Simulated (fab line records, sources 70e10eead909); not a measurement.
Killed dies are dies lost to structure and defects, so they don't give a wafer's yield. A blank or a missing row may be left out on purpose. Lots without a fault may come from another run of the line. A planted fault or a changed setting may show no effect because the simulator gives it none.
Chamber matching | flow nand_harc | NHARC_A_STAIRCASE_DEP_301 on pecvd-03: 3 sister chambers
The step deposits SiON, target thk 30 nm. 3 wafers are shown with their chamber, then 10 later ones without.

WAFERS WITH THEIR CHAMBER
wafer  | chamber | susceptor_temp_C (C)
L085.4 | 2       | 399.93
L089.1 | 0       | 400.12
L089.2 | 1       | 399.46

WAFERS WITHOUT THEIR CHAMBER
wafer  | susceptor_temp_C (C)
L089.5 | 399.75
L088.1 | 399.95
L088.2 | 399.83
L088.6 | 399.69
L092.2 | 400.03
L092.3 | 399.80
L092.5 | 399.58
L093.4 | 399.91
L093.5 | 399.86
L093.6 | 400.14

WHICH CHAMBER EACH WENT THROUGH
wafer  | from the rows above          | in truth
L089.5 | can't be placed: 2 or 1 or 0 | 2
L088.1 | can't be placed: 2 or 0      | 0
L088.2 | can't be placed: 2 or 0      | 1
L088.6 | can't be placed: 1 or 2 or 0 | 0
L092.2 | can't be placed: 0 or 2      | 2
L092.3 | can't be placed: 2 or 0 or 1 | 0
L092.5 | can't be placed: 1 or 2      | 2
L093.4 | can't be placed: 2 or 0      | 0
L093.5 | can't be placed: 2 or 0      | 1
L093.6 | can't be placed: 0 or 2      | 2
Placed correctly: 0 of 10. Can't be placed from these rows: 10 (the true chamber is among the candidates in 8). Placed wrongly: 0.
How it was worked out, from the rows above alone: a wafer's distance from a chamber is the root of the sum, over the readings, of the square of ((its reading less the chamber's mean) divided by the reading's scatter). The wafer belongs to the nearest chamber; if the next one is less than 2 further off, it can't be placed. A chamber's mean is the mean of its shown wafers. The scatter: with one shown wafer a chamber, the root of the mean of the squares of how far each hidden wafer lies from its nearest shown one.
